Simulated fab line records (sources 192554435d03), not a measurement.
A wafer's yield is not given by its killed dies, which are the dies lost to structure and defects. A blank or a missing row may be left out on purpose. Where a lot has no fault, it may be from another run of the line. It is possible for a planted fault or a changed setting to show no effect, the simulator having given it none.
Chamber matching + flow n5-finfet + rie-diel-06 running N5_BEOL_M4_ETCH_69: 4 sister chambers
The step etches SiARC in CF4, target depth 15.6 nm, time 26 s. 8 wafers are shown with their chamber, then 8 later ones without.

== EACH WAFER AND ITS CHAMBER ==
| wafer  | chamber | showerhead-plenum-p-Torr (Torr) | drypump-motor-current-A (A) |
|--------|---------|---------------------------------|-----------------------------|
| L083.1 | 0       | 2.22                            | 5.5                         |
| L083.3 | 1       | 2.11                            | 5.4                         |
| L084.3 | 2       | 2.10                            | 5.4                         |
| L084.6 | 0       | 2.22                            | 5.5                         |
| L086.2 | 3       | 2.21                            | 6.8                         |
| L086.5 | 1       | 2.11                            | 5.3                         |
| L086.6 | 2       | 2.10                            | 5.3                         |
| L095.1 | 3       | 2.20                            | 6.8                         |

== WAFERS WITHOUT THEIR CHAMBER ==
| wafer  | showerhead-plenum-p-Torr (Torr) | drypump-motor-current-A (A) |
|--------|---------------------------------|-----------------------------|
| L095.2 | 2.21                            | 5.5                         |
| L095.3 | 2.09                            | 5.4                         |
| L095.4 | 2.09                            | 5.4                         |
| L095.5 | 2.20                            | 6.8                         |
| L095.6 | 2.21                            | 5.5                         |
| L096.2 | 2.21                            | 5.5                         |
| L096.4 | 2.20                            | 6.8                         |
| L096.6 | 2.09                            | 5.4                         |

== EACH ONE'S CHAMBER ==
| wafer  | from the rows above | in truth |
|--------|---------------------|----------|
| L095.2 | 0                   | 0        |
| L095.3 | 2                   | 2        |
| L095.4 | 2                   | 2        |
| L095.5 | 3                   | 3        |
| L095.6 | 0                   | 0        |
| L096.2 | 0                   | 0        |
| L096.4 | 3                   | 3        |
| L096.6 | 2                   | 2        |
8 of 8 placed correctly. Not placeable from these rows: 0. Placed wrongly: 0.
How it was worked out, from the rows above alone: a wafer's distance from a chamber is the root of the sum, over the readings, of the square of ((its reading less the chamber's mean) divided by the reading's scatter). The wafer belongs to the nearest chamber; if the next one is less than 2 further off, it can't be placed. The mean given for a chamber averages the wafers shown for that chamber. The scatter: the root of (the sum of the squares of (reading less its chamber's mean) over the shown wafers, divided by (wafers less chambers)).
